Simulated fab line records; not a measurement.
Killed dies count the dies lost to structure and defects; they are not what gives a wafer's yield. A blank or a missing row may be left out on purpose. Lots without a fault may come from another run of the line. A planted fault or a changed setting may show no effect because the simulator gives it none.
Matching of chambers ; flow n5-finfet ; 4 sister chambers for N5_HKMG_FIN_ALD_79 on ald-metal-01
The step deposits TiN, target thk 1.5 nm, pulse time 1 s, purge time 3 s. 4 wafers are shown with their chamber, then 8 later ones without.

## WAFERS, EACH WITH ITS CHAMBER
wafer;chamber;heater-power-w (W)
L089.6;1;984
L090.1;0;761
L092.4;2;1065
L093.1;3;933

## WAFERS WITHOUT THEIR CHAMBER
wafer;heater-power-w (W)
L093.3;751
L093.5;913
L095.2;1065
L095.3;742
L095.5;757
L096.2;1000
L096.4;909
L096.6;1058

## CHAMBER TAKEN BY EACH
wafer;from the rows above;in truth
L093.3;0;0
L093.5;3;3
L095.2;2;2
L095.3;0;0
L095.5;0;0
L096.2;1;1
L096.4;3;3
L096.6;2;2
Placed correctly: 8 of 8. Not placeable from these rows: 0. Number placed wrongly: 0.
How it was worked out, from the rows above alone: a wafer's distance from a chamber is the root of the sum, over the readings, of the square of ((its reading less the chamber's mean) divided by the reading's scatter). If the next closest chamber is less than 2 further off than the closest, the wafer can't be placed; otherwise it belongs to the closest. A chamber's mean is the mean of its shown wafers. The scatter: with one shown wafer a chamber, the root of the mean of the squares of how far each hidden wafer lies from its nearest shown one.
